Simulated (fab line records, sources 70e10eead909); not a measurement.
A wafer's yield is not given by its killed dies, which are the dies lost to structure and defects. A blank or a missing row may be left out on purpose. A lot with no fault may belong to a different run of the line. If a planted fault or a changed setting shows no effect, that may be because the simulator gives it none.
Chamber matching || flow nand harc || NHARC_A_CHANNEL_FILL_D1_ALD_25 on ald hk-04: 4 sister chambers
The step deposits SiOx, target thk 60 nm, pulse time 10 s, ald cycles 600. 4 wafers are shown with their chamber, then 7 later ones without.

WAFERS WITH THEIR CHAMBER
{"wafer": "L290.1", "chamber": 3, "heater power w (W)": 516}
{"wafer": "L290.4", "chamber": 1, "heater power w (W)": 577}
{"wafer": "L292.1", "chamber": 0, "heater power w (W)": 480}
{"wafer": "L292.3", "chamber": 2, "heater power w (W)": 497}

WAFERS MISSING THEIR CHAMBER
{"wafer": "L294.1", "heater power w (W)": 591}
{"wafer": "L295.4", "heater power w (W)": 508}
{"wafer": "L295.1", "heater power w (W)": 491}
{"wafer": "L295.6", "heater power w (W)": 500}
{"wafer": "L297.3", "heater power w (W)": 515}
{"wafer": "L297.5", "heater power w (W)": 519}
{"wafer": "L297.6", "heater power w (W)": 498}

THE CHAMBER EACH PASSED THROUGH
{"wafer": "L294.1", "from the rows above": 1, "in truth": 1}
{"wafer": "L295.4", "from the rows above": "can't be placed: 3 or 2", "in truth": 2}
{"wafer": "L295.1", "from the rows above": "can't be placed: 2 or 0", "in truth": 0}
{"wafer": "L295.6", "from the rows above": "can't be placed: 2 or 3", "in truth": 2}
{"wafer": "L297.3", "from the rows above": 3, "in truth": 3}
{"wafer": "L297.5", "from the rows above": 3, "in truth": 3}
{"wafer": "L297.6", "from the rows above": 2, "in truth": 2}
Correct placement for 4 of the 7. Cannot be placed on the basis of these rows: 3; the candidates contain the true chamber in 3. Number placed wrongly: 0.
How it was worked out, from the rows above alone: a wafer's distance from a chamber is the root of the sum, over the readings, of the square of ((its reading less the chamber's mean) divided by the reading's scatter). The wafer belongs to the nearest chamber; if the next one is less than 2 further off, it can't be placed. The mean given for a chamber averages the wafers shown for that chamber. The scatter: root of mean squared gap, hidden wafer to nearest shown wafer, with one shown wafer a chamber.
